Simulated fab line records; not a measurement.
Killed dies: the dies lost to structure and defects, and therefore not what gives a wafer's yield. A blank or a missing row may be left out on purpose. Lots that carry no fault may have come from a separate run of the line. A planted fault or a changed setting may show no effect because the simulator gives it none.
8D (eight disciplines) problem report, filled in by code / flow nandHarc / the parts of the form that need people (team, actions taken, sign-off) are left out

== 1. THE PROBLEM ==
Wafers without a fault read 0.25 % with a standard deviation of 0.23, while sort_bin_3_pct at NHARC_END_SORT_01 averages 2.36 % across 3 wafers of 1 lot. Relative to the usual mean, that is a shift of +9.2 standard deviations.
The first sign was on wafer L456.3 at day 24 12:23, on prober-01. The record has a number at this step for 9 wafers belonging to 3 lots. Rule for "out", or "out of limits": more than 4 standard deviations from the usual mean. Any other wafer with a number is counted as sound.

== 2. WHAT IT IS, AND WHAT IT ISN'T ==
question=which readings at this step; is=sort_bin_3_pct, defectLimitedYield, killedAtArray, killedDies, sortNPass, sortYieldPct; is not=killedAtOther, killedAtPeriphery, killedOpen, killedShort
question=which lots; is=L456; is not=L443, L448
question=which wafers of those lots; is=all that have a number; is not=-
question=read on which gauges; is=prober-01; is not=prober-02
question=when; is=from day 24 12:23; is not=up to then (6 sound wafers)

== 3. SUSPECTS, AND WHAT RULES EACH OUT ==
Counting: a tool at a process step up to the reading stays a suspect if it ran every lot that is out and no sound lot after the first of them.
- the gauge at NHARC_END_SORT_01: kept. All the wafers that are out were read on prober-01, and no step on other tools shows them out.
- rieDiel-10 at NHARC_A_BONDPAD_STRIP_15 (strips in O2): kept. It ran the lot that is out, L456 (day 22 22:53), and no sound lot after that; its last sound lot up to then is L448 (day 21 01:07).
- plasmaAsher-02 at NHARC_THIN_TSV_STRIP_45 (strips in O2): kept. It ran the lot that is out, L456 (day 23 19:56), and no sound lot after that; its last sound lot up to then is L443 (day 20 01:55).
- plasmaAsher-02 at NHARC_THIN_TSV_STRIP_62 (strips in N2/H2, time 20 s): kept. It ran the lot that is out, L456 (day 23 21:29), and no sound lot after that; its last sound lot up to then is L448 (day 21 19:39).
- pvdSputter-02 at NHARC_THIN_TSV_PRE_CLEAN_50 (time 30 s): kept. It ran the lot that is out, L456 (day 24 12:23), and no sound lot after that; its last sound lot up to then is L443 (day 20 17:53). NHARC_THIN_TSV_PRE_CLEAN_50: start missing for some lots; hours and lot order therefore follow NHARC_END_SORT_01.
Left after counting: rieDiel-10 at NHARC_A_BONDPAD_STRIP_15, plasmaAsher-02 at NHARC_THIN_TSV_STRIP_45, plasmaAsher-02 at NHARC_THIN_TSV_STRIP_62, pvdSputter-02 at NHARC_THIN_TSV_PRE_CLEAN_50, prober-01 at NHARC_END_SORT_01.

== 4. THE CAUSE (what the simulator had put in) ==
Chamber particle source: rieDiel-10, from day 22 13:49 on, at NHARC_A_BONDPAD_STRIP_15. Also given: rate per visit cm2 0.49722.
This tool is one of the 5 suspects left after counting.

== 5. SEQUENCE OF EFFECTS, ordered by route ==
One row per reading whose mean, taken over the struck wafers that have a number, lies over 3 standard deviations from the usual. Scope: only readings with a usual standard deviation given in the record; hours: median across lots of the time from each lot's start at the first step in this table that gives one to its start at this step; sigmas: change in usual standard deviations.
hours=0; step=NHARC_END_SORT_01; reading=defectLimitedYield; usual=95.4 %; on struck wafers=85.9; change=-9.5; sigmas=-6.8
hours=0; step=NHARC_END_SORT_01; reading=killedAtArray; usual=27; on struck wafers=93; change=+66; sigmas=+6.6
hours=0; step=NHARC_END_SORT_01; reading=killedDies; usual=31; on struck wafers=95; change=+64; sigmas=+6.6
hours=0; step=NHARC_END_SORT_01; reading=sort_bin_2_pct; usual=1.4 %; on struck wafers=5.4; change=+4.0; sigmas=+7.0
hours=0; step=NHARC_END_SORT_01; reading=sort_bin_3_pct; usual=0.25 %; on struck wafers=2.36; change=+2.11; sigmas=+9.2
hours=0; step=NHARC_END_SORT_01; reading=sort_bin_4_pct; usual=3.0 %; on struck wafers=6.3; change=+3.3; sigmas=+3.5
hours=0; step=NHARC_END_SORT_01; reading=sortNPass; usual=646; on struck wafers=582; change=-64; sigmas=-6.6
hours=0; step=NHARC_END_SORT_01; reading=sortYieldPct; usual=95.4 %; on struck wafers=85.9; change=-9.5; sigmas=-6.8
Readings that are blank on the struck wafers while sound wafers have them: rfReflPowerW at NHARC_THIN_TSV_STRIP_62.

== 6. HOW IT WOULD HAVE BEEN CAUGHT EARLIER ==
47 hours passed between the start of the fault at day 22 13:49 and the first reading out of limits at a measuring or inspecting step in this record, taken at day 24 12:23.
Tool readings at NHARC_A_BONDPAD_STRIP_15 with a usual standard deviation given in the record: none out on any struck wafer, hence no alarm at a limit of 4 standard deviations on them.
The start of NHARC_A_BONDPAD_STRIP_15 on rieDiel-10 came by day 24 12:23 for every one of the lots that are out (1). Tool hold at that time: it would have spared none of them.
